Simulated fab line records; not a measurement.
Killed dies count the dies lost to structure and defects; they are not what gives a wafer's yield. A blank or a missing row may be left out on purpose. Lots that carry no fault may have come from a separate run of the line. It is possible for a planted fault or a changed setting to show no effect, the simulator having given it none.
fab line records	flow nandHarc
record: lots: 13	wafers: 39	lastDay: 24
route steps=1159 shown A_SGD_CUT@759 A_SLIT@779 END@1159
lots that met no fault: taken from a fault-free run of the same line
startH: start of the lot's first displayed wafer, in hours after the record's first day	waitH: how many hours have passed since the lot's step before this one	" as in the row above	L1.1+2: a row that stands for several wafers	- no value, or no start was given	* or withheld: withheld	< > ~ a bound
route shown NAME@n: NAME is a module with steps in the file, n the number in the route of the first one	usual: mean and standard deviation over wafers with no fault	same: alike in all rows	chamber/n: place in a boat	sites: per-site readings	_std_site: standard deviation across them	_edge_site: inner sites' mean taken away from outer sites' mean	radiusMm: how far each site lies from the wafer's centre	mask NAME#n: copy n	behind: the most recent tool/chamber to have shaped the wafer	hold: reason for holding the lot/hours on hold/outcome of the hold	device: which transistor (n, p or np) failed to switch	end of line: tests of these same wafers at the route's end	a step without rows: its recipe alone	killed: dies lost to structure and defects at the first sort, not the wafer's yield	map: the dies of a wafer, with x for killed, . for not killed, _ for no die there
set.NAME: the setting the step ran with; set.NAME@STEP: the setting that earlier step ran with	model.NAME: the simulator's own value behind a step, which no gauge read
the route's steps for a sample of lots (tables are steps, rows are wafers)
services: a tool's chamber out of use, with start hour (startH, from the record's first day; less than 0 if before it), hours out, and reason
== steps ==
step: NHARC_A_SGD_CUT_OVL_MEAS_10
usual: overlayXNm: -0.2/0.76	overlayYNm: -0.1/0.77
lot.wafer	tool	chamber	startH	waitH	overlayXNm	overlayYNm
L637.1	overlay-02	-	304.37	-	-0.6	1.2
L637.2	"	-	"	"	-0.2	0.5
L637.4	"	-	"	"	-0.3	0.9
L638.3	overlay-01	-	325.60	-	-0.9	0.5
L638.4	"	-	"	"	-0.2	0.0
L638.5	"	-	"	"	-0.8	0.8
L641.1	overlay-02	-	327.70	-	1.1	0.3
L641.4	"	-	"	"	1.3	-0.1
L641.5	"	-	"	"	1.3	-0.2
L642.3	overlay-01	-	338.28	-	-1.6	-0.4
L642.5	"	-	"	"	-1.2	-0.1
L642.6	"	-	"	"	-0.9	-0.4
L644.2	overlay-01	-	368.53	-	-1.2	-0.8
L644.3	"	-	"	"	-0.9	-1.2
L644.6	"	-	"	"	-1.1	-1.2
L648.2	overlay-01	-	380.64	-	-1.0	0.5
L648.3	"	-	"	"	-0.3	-0.7
L648.4	"	-	"	"	-1.0	-0.6
L646.1	overlay-02	-	390.98	-	-0.2	1.1
L646.2	"	-	"	"	-0.2	0.5
L646.5	"	-	"	"	-0.4	1.1
L649.1	overlay-02	-	391.15	-	-0.4	-0.1
L649.2	"	-	"	"	-0.4	0.2
L649.3	"	-	"	"	-0.6	-0.1
L654.2	overlay-01	-	407.30	-	0.3	-0.2
L654.4	"	-	"	"	0.4	-0.4
L654.5	"	-	"	"	0.7	-0.5
L650.2	overlay-01	-	407.69	-	0.1	0.3
L650.3	"	-	"	"	0.0	0.4
L650.6	"	-	"	"	0.2	0.4
L653.3	overlay-02	-	409.82	-	0.6	0.3
L653.4	"	-	"	"	0.8	0.8
L653.6	"	-	"	"	0.7	0.4
L657.1	overlay-01	-	433.63	-	0.1	1.1
L657.4	"	-	"	"	-0.4	0.7
L657.6	"	-	"	"	0.8	1.1
L659.1	overlay-02	-	445.07	-	0.0	0.7
L659.4	"	-	"	"	-0.1	0.9
L659.6	"	-	"	"	-0.1	0.5
step: NHARC_A_SGD_CUT_ETCHBACK_24
recipe: targetDepthA: 500	overEtchFrac: 0.3	timeS: 92.857	ionEnergyEv: 120	ch3fFlowSccm: 50	o2FlowSccm: 30	arFlowSccm: 200	rfW: 500	biasW: 100	chemistry: CH3F/O2
usual: biasW: 100.0/0.32	ch3fFlowSccm: 50.01/0.15	drypumpMotorCurrentA: 5.56/0.22	oesProductAu: 0.97/0.036	overEtchFrac: 0.3/0	rfFwdPowerW: 496.7/1.7	rfVppV: 244.3/1.7	showerheadPlenumPTorr: 2.46/0.12	throttleValvePct: 20.664/0.0093
lot.wafer	tool	chamber	startH	waitH	biasW	ch3fFlowSccm	drypumpMotorCurrentA	oesProductAu	overEtchFrac	rfFwdPowerW	rfHoursCounterH	rfVppV	showerheadPlenumPTorr	throttleValvePct
L637.2	rieDiel-06	3	310.17	0.1	99.9	49.84	5.40	0.91	0.3	500.0	4	246.2	2.59	20.673
L637.4	"	0	"	"	100.1	50.25	5.16	0.92	0.3	498.7	4	244.6	2.54	20.667
L637.1	"	1	"	"	99.4	49.98	5.85	0.92	0.3	495.7	3	247.2	2.64	20.662
L638.3	rieDiel-09	0	331.62	0.1	100.2	49.92	5.37	0.99	0.3	497.4	6	244.0	2.49	20.680
L638.4	"	1	"	"	99.5	50.44	5.72	1.00	0.3	494.9	6	245.3	2.63	20.669
L638.5	"	0	"	"	100.5	49.99	5.39	1.00	0.3	496.3	-	246.6	2.49	20.679
L641.1	rieDiel-06	2	331.65	0.1	100.1	50.06	5.35	1.01	0.3	497.3	4	244.7	2.42	20.660
L641.4	"	1	"	"	100.2	50.10	5.84	1.00	0.3	494.4	5	246.4	2.64	20.659
L641.5	"	2	"	"	100.0	50.05	5.37	1.00	0.3	495.2	-	245.6	2.42	20.677
L642.3	rieDiel-06	3	345.39	0.2	99.6	49.82	5.38	0.91	0.3	500.0	6	247.1	2.59	20.666
L642.5	"	2	"	"	100.3	50.05	5.36	0.93	0.3	495.7	-	244.2	2.42	20.657
L642.6	"	1	"	"	99.9	49.98	5.84	0.92	0.3	493.8	-	246.0	2.64	20.686
L644.2	rieDiel-06	0	375.03	0.2	100.2	50.07	5.19	0.93	0.3	496.3	8	246.5	2.53	20.678
L644.3	"	1	"	"	100.1	49.75	5.88	0.92	0.3	494.2	8	245.9	2.64	20.667
L644.6	"	3	"	"	100.1	50.07	5.38	0.91	0.3	498.1	-	247.0	2.59	20.667
L648.3	rieDiel-11	1	387.05	0.1	100.1	50.26	5.52	1.00	0.3	498.5	1	244.9	2.44	20.648
L648.2	"	2	"	"	99.9	49.66	5.55	0.98	0.3	495.4	2	244.0	2.35	20.659
L648.4	"	0	"	"	99.8	49.74	5.35	1.00	0.3	499.5	1	242.0	2.33	20.684
L646.1	rieDiel-11	1	398.47	0.2	99.8	50.12	5.47	1.00	0.3	496.3	3	243.0	2.44	20.663
L646.2	"	3	"	"	100.1	49.86	5.88	1.00	0.3	500.6	3	244.4	2.39	20.664
L646.5	"	1	"	"	100.0	50.17	5.52	0.99	0.3	497.8	-	245.3	2.44	20.677
L649.2	rieDiel-09	2	398.48	0.2	99.5	50.06	5.81	0.99	0.3	496.5	12	242.4	2.30	20.646
L649.3	"	3	"	"	100.2	49.95	5.54	1.02	0.3	497.4	13	242.8	2.34	20.676
L649.1	"	0	"	"	99.9	49.90	5.36	0.99	0.3	499.0	12	244.9	2.49	20.669
L654.2	rieDiel-06	0	415.00	0.1	-	-	-	-	-	-	-	-	-	-
L654.4	"	2	"	"	-	-	-	-	-	-	-	-	-	-
L654.5	"	1	"	"	-	-	-	-	-	-	-	-	-	-
L650.2	rieDiel-09	2	415.00	0.1	-	-	-	-	-	-	-	-	-	-
L650.3	"	1	"	"	-	-	-	-	-	-	-	-	-	-
L650.6	"	2	"	"	-	-	-	-	-	-	-	-	-	-
L653.4	rieDiel-09	2	415.33	0.2	99.9	50.16	5.85	0.97	0.3	493.5	13	241.1	2.30	20.654
L653.3	"	0	"	"	100.2	49.93	5.41	0.95	0.3	497.4	14	244.4	2.49	20.676
L653.6	"	1	"	"	99.5	50.34	5.74	0.97	0.3	494.0	-	247.1	2.62	20.674
L657.1	rieDiel-06	2	440.20	0.2	100.6	49.93	5.36	0.91	0.3	496.6	2	243.7	2.42	20.667
L657.4	"	3	"	"	100.5	50.07	5.33	0.91	0.3	497.6	2	245.1	2.59	20.651
L657.6	"	0	"	"	99.7	50.02	5.17	0.93	0.3	496.2	-	245.7	2.53	20.669
L659.1	rieDiel-09	1	451.02	0.2	99.9	50.22	5.73	1.00	0.3	493.5	1	246.8	2.62	20.678
L659.4	"	2	"	"	100.1	50.04	5.85	0.99	0.3	497.2	1	242.6	2.30	20.661
L659.6	"	1	"	"	99.7	49.99	5.74	1.00	0.3	495.4	-	245.3	2.62	20.671
step: NHARC_A_SLIT_DEP_25
recipe: targetThkA: 2000	tempC: 400	pressureTorr: 6.5	rfW: 900	teosFlowSccm: 161.4	flowSccm: 2650	targetThkNm: 200	gas: O2	material: SiO2
usual: heaterPowerW: 576/78	rfFwdPowerW: 897.7/2.9	throttleValvePct: 16.1/0.39
lot.wafer	tool	chamber	startH	waitH	heaterPowerW	rfFwdPowerW	throttleValvePct
L637.1	pecvd-03	1	310.52	0.1	606	900.1	15.9
L637.2	"	2	"	"	594	896.4	16.3
L637.4	"	1	"	"	619	891.9	15.8
L638.3	pecvd-03	0	331.92	0.1	667	896.6	15.7
L638.5	"	0	"	"	676	895.4	16.3
L638.4	"	2	"	"	562	898.4	16.3
L641.1	pecvd-01	1	331.96	0.1	581	899.0	16.3
L641.5	"	1	"	"	598	895.9	16.8
L641.4	"	2	"	"	533	902.9	16.0
L642.3	pecvd-01	0	345.76	0.1	583	897.8	15.5
L642.5	"	0	"	"	591	895.3	15.2
L642.6	"	1	"	"	557	893.4	16.5
L644.2	pecvd-03	0	375.37	0.1	659	900.5	15.8
L644.3	"	1	"	"	567	894.3	15.8
L644.6	"	2	"	"	609	897.7	16.7
L648.3	pecvd-02	0	387.36	0.1	501	900.6	16.5
L648.2	"	2	"	"	665	893.7	16.0
L648.4	"	1	"	"	529	902.7	15.7
L649.2	pecvd-03	1	398.77	0.1	658	893.1	15.6
L649.3	"	2	"	"	549	902.3	16.4
L649.1	"	0	"	"	617	900.8	15.9
L646.2	pecvd-02	2	398.83	0.1	762	900.8	16.1
L646.1	"	0	"	"	565	895.6	16.5
L646.5	"	2	"	"	761	901.1	16.1
L653.3	pecvd-01	2	415.73	0.2	569	898.7	16.3
L653.4	"	1	"	"	505	900.6	16.6
L653.6	"	2	"	"	594	896.7	16.4
L657.1	pecvd-01	0	440.52	0.1	587	899.1	15.9
L657.4	"	2	"	"	563	901.3	16.4
L657.6	"	1	"	"	548	900.5	16.2
L659.1	pecvd-02	0	451.62	0.3	518	896.4	16.4
L659.6	"	2	"	"	729	897.4	16.2
L659.4	"	0	"	"	531	892.6	16.4
step: NHARC_A_SLIT_DEP_00
recipe: targetThkA: 32000	tempC: 400	material: aC
usual: throttleValvePct: 35.000/0.0093
lot.wafer	tool	chamber	startH	waitH	throttleValvePct
L637.1	aclDep-03	0	313.47	-	35.005
L637.2	"	0	"	"	35.004
L637.4	"	0	"	"	35.013
L641.1	aclDep-02	0	332.30	-	34.999
L641.4	"	0	"	"	35.000
L641.5	"	0	"	"	35.020
L638.3	aclDep-03	0	332.92	-	35.012
L638.4	"	0	"	"	35.002
L638.5	"	0	"	"	35.010
L642.3	aclDep-03	0	346.74	-	35.004
L642.5	"	0	"	"	35.007
L642.6	"	0	"	"	35.011
L644.2	aclDep-01	0	375.99	-	35.012
L644.3	"	0	"	"	34.994
L644.6	"	0	"	"	35.018
L648.2	aclDep-01	0	388.05	-	35.006
L648.3	"	0	"	"	34.996
L648.4	"	0	"	"	34.991
L649.1	aclDep-01	0	399.11	-	34.989
L649.2	"	0	"	"	35.010
L649.3	"	0	"	"	34.997
L646.1	aclDep-03	0	399.67	-	35.008
L646.2	"	0	"	"	35.003
L646.5	"	0	"	"	34.991
L653.3	aclDep-02	0	419.37	-	35.003
L653.4	"	0	"	"	35.018
L653.6	"	0	"	"	35.010
L657.1	aclDep-01	0	441.27	-	34.999
L657.4	"	0	"	"	34.991
L657.6	"	0	"	"	35.009
L659.1	aclDep-01	0	452.33	-	35.000
L659.4	"	0	"	"	34.996
L659.6	"	0	"	"	35.009
step: NHARC_END_SORT_01
recipe: tempC: 25
usual: killedAtArray: 28/11	killedAtOther: 0.6/0.85	killedAtPeriphery: 2.8/2.3	killedDies: 31/11	killedOpen: 3.1/1.6	killedShort: 2.0/1.4
same: grossDies: 677
lot.wafer	tool	chamber	startH	waitH	killedAtArray	killedAtOther	killedAtPeriphery	killedDies	killedOpen	killedShort
L654.2	prober-02	0	532.55	2.8	671	0	6	677	4	2
L654.4	prober-02	0	534.12	3.3	669	0	8	677	2	1
L654.5	prober-02	0	534.90	3.6	672	0	5	677	5	3
L650.2	prober-01	0	532.58	2.8	677	0	0	677	3	2
L650.3	prober-01	0	533.38	3.1	675	1	1	677	2	0
L650.6	prober-01	0	535.77	4.0	676	1	0	677	0	3
killed by level:class
L654.2 A_SGD_CUT:areaEtchback=625 A_CHANNEL_HOLE_D1:chamberFilmFlake=19 A_SLIT:chamberFilmFlake=12 A_CONTACT:chamberFilmFlake=8 P_ZERO_WELL:chamberFilmFlake=4 A_WL_FILL:geometricParticle:open=3 P_M0:geometricParticle:short=1 A_CONTACT:geometricParticle:short=1
L650.2 A_SGD_CUT:areaEtchback=654 A_CHANNEL_HOLE_D1:chamberFilmFlake=13 A_STAIRCASE:chamberFilmFlake=4 A_ONON_D1:geometricParticle:open=2 A_M0:geometricParticle:short=2 A_BLC:geometricParticle:open=1 A_CONTACT:chamberFilmFlake=1
L650.3 A_SGD_CUT:areaEtchback=645 A_CHANNEL_HOLE_D1:chamberFilmFlake=20 A_STAIRCASE:chamberFilmFlake=6 A_CONTACT:chamberFilmFlake=3 P_M0:geometricParticle:open=1 A_CONTACT:geometricParticle:open=1 THIN_TSV:chamberFilmFlake=1
L654.4 A_SGD_CUT:areaEtchback=641 A_SLIT:chamberFilmFlake=13 A_CHANNEL_HOLE_D1:chamberFilmFlake=11 P_ZERO_WELL:chamberFilmFlake=5 A_CONTACT:chamberFilmFlake=3 P_STI:geometricParticle:short=1 P_CONTACT:geometricParticle:open=1 A_M0:geometricParticle:open=1
L654.5 A_SGD_CUT:areaEtchback=639 A_CHANNEL_HOLE_D1:chamberFilmFlake=16 A_SLIT:chamberFilmFlake=10 A_CONTACT:geometricParticle:open=2 P_STI:chamberFilmFlake=2 A_CONTACT:chamberFilmFlake=2 P_GATE:geometricParticle:open=1 P_GATE:geometricParticle:short=1
L650.6 A_SGD_CUT:areaEtchback=656 A_CHANNEL_HOLE_D1:chamberFilmFlake=15 A_CHANNEL_FILL_D1:geometricParticle:short=1 A_M0:geometricParticle:short=1 STARTING-WAFER:geometricParticle:short=1 A_ZERO_WELL:chamberFilmFlake=1 A_STAIRCASE:chamberFilmFlake=1 A_CONTACT:chamberFilmFlake=1
== services ==
tool	chamber	startH	hours	kind
pecvd-03	-	292.49	13.0	pm
aclDep-01	-	295.03	13.0	pm
rieDiel-06	0	299.20	-	clean
rieDiel-06	1	299.20	-	clean
rieDiel-06	2	299.20	-	clean
rieDiel-06	3	299.20	-	clean
rieDiel-11	1	307.55	3.0	repair
rieDiel-06	0	323.70	-	clean
pecvd-02	-	334.01	13.0	pm
rieDiel-06	0	338.80	14.1	repair
rieDiel-11	0	340.44	14.4	repair
rieDiel-09	0	344.56	1.3	repair
aclDep-02	-	350.23	13.0	pm
rieDiel-11	-	366.98	9.0	pm
rieDiel-11	2	391.38	7.8	repair
aclDep-03	-	404.42	13.0	pm
pecvd-02	-	405.67	0.5	repair
rieDiel-06	-	418.20	9.0	pm
pecvd-01	-	418.22	13.0	pm
pecvd-03	0	425.95	13.7	repair
rieDiel-09	2	425.96	4.0	repair
rieDiel-09	-	431.13	9.0	pm
rieDiel-06	0	432.96	1.4	repair
rieDiel-06	1	448.11	5.5	repair
== key ==
firstSign: step: NHARC_A_SGD_CUT_ETCHBACK_24	reading: toolRecord	direction: missing
effect: step: NHARC_END_SORT_01	reading: killedAtArray	direction: up	sigmas: 57	usual: 28	struck: 673
moreKillsBornAt: NHARC_A_SGD_CUT_ETCHBACK_24@rieDiel-09: 1955	NHARC_A_SGD_CUT_ETCHBACK_24@rieDiel-06: 1905
metAt NHARC_A_SGD_CUT_ETCHBACK_24
struckLots L650,L654
laterRowsLeftOut L650.2,L650.3,L650.6,L654.2,L654.4,L654.5
testerLeftOut L650,L654
notActingAt NHARC_A_SGD_CUT_OVL_MEAS_10,NHARC_A_SLIT_DEP_25,NHARC_A_SLIT_DEP_00
onsetBetween 398.48 415.00
fault: kind: skippedStepWhole	tool: rieDiel-06,rieDiel-09	chamber: -	onsetH: 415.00	steps: NHARC_A_SGD_CUT_ETCHBACK_24	scope: struckLotsOnly
testerLeftOut: of these lots the tester's yield and bins aren't shown, on N5 and GAA mostly nor the transistor test; their killed dies are dies lost to structure and defects alone, not to doping, threshold or leakage, so they don't give the yield
laterRowsLeftOut: the simulator's readings of these wafers behind a module that went badly wrong aren't trusted and aren't shown, but for the sort
